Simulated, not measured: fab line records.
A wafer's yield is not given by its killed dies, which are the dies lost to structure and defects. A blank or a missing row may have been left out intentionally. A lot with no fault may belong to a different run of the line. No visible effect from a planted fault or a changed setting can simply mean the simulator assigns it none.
Chamber matching + flow n5-finfet + 4 sister chambers for N5_FIN_SAQP_ALD_61 on ald-sin-02
The step deposits SiO2, target thk 4 nm, pulse time 1 s, purge time 2 s. 27 wafers are shown with their chamber, then 12 later ones without.

== WAFERS, EACH WITH ITS CHAMBER ==
| wafer  | chamber | heater-power-w (W) | precursor-pulse-height-rel |
|--------|---------|--------------------|----------------------------|
| L074.3 | 1       | 433                | 0.988                      |
| L074.5 | 3       | 444                | 0.999                      |
| L074.6 | 0       | 442                | 0.995                      |
| L076.3 | 3       | 443                | 1.010                      |
| L076.4 | 0       | 434                | 1.005                      |
| L076.6 | 0       | 416                | 0.983                      |
| L078.1 | 1       | 443                | 0.995                      |
| L078.3 | 0       | 436                | 1.006                      |
| L078.6 | 1       | 443                | 1.011                      |
| L079.1 | 3       | 452                | 1.028                      |
| L079.3 | 1       | 436                | 0.979                      |
| L079.5 | 0       | 431                | 1.021                      |
| L081.2 | 1       | 439                | 1.020                      |
| L081.5 | 3       | 450                | 1.046                      |
| L081.6 | 2       | 507                | 1.006                      |
| L086.2 | 2       | 503                | 0.985                      |
| L086.3 | 1       | 437                | 0.993                      |
| L086.5 | 1       | 454                | 1.015                      |
| L087.3 | 1       | 434                | 0.999                      |
| L087.4 | 2       | 499                | 1.004                      |
| L087.5 | 1       | 448                | 0.959                      |
| L088.1 | 1       | 434                | 0.994                      |
| L088.3 | 0       | 442                | 1.035                      |
| L088.5 | 0       | 437                | 0.975                      |
| L090.2 | 3       | 430                | 1.023                      |
| L090.5 | 0       | 432                | 0.972                      |
| L090.6 | 3       | 456                | 0.992                      |

SIGNATURES (means of the wafers above)
| reading                    | chamber 0 | chamber 1 | chamber 2 | chamber 3 | scatter within a chamber |
|----------------------------|-----------|-----------|-----------|-----------|--------------------------|
| heater-power-w             | 433.75    | 440.10    | 503.00    | 445.83    | 7.68                     |
| precursor-pulse-height-rel | 0.99900   | 0.99530   | 0.99833   | 1.01633   | 0.0193                   |
Rule: a wafer's distance from a chamber is the root of the sum, over the readings, of the square of ((its reading less the chamber's mean) divided by the reading's scatter). If the next closest chamber is less than 2 further off than the closest, the wafer can't be placed; otherwise it belongs to the closest. The scatter is the square root of a quotient: the sum, over the shown wafers, of each reading's squared deviation from its chamber's mean, divided by wafers minus chambers.

== WAFERS MISSING THEIR CHAMBER ==
| wafer  | heater-power-w (W) | precursor-pulse-height-rel |
|--------|--------------------|----------------------------|
| L092.1 | 506                | 1.015                      |
| L092.3 | 443                | 1.044                      |
| L092.4 | 441                | 0.982                      |
| L095.2 | 428                | 1.008                      |
| L095.3 | 506                | 0.997                      |
| L095.5 | 436                | 1.036                      |
| L096.2 | 459                | 1.000                      |
| L096.4 | 506                | 0.965                      |
| L096.5 | 440                | 1.021                      |
| L097.1 | 503                | 1.016                      |
| L097.3 | 433                | 0.986                      |
| L097.5 | 445                | 1.019                      |

== WHICH CHAMBER EACH ONE RAN IN ==
| wafer  | from the rows above          | in truth |
|--------|------------------------------|----------|
| L092.1 | 2                            | 2        |
| L092.3 | can't be placed: 3 or 1 or 0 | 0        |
| L092.4 | can't be placed: 1 or 0 or 3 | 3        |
| L095.2 | can't be placed: 0 or 1 or 3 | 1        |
| L095.3 | 2                            | 2        |
| L095.5 | can't be placed: 3 or 0 or 1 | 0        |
| L096.2 | can't be placed: 3 or 1 or 0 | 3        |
| L096.4 | 2                            | 2        |
| L096.5 | can't be placed: 3 or 1 or 0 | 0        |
| L097.1 | 2                            | 2        |
| L097.3 | can't be placed: 0 or 1 or 3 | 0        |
| L097.5 | can't be placed: 3 or 1 or 0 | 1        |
Correct placement for 4 of the 12. Not placeable from these rows: 8 (in 8, the candidates include the true chamber). 0 placed wrongly.
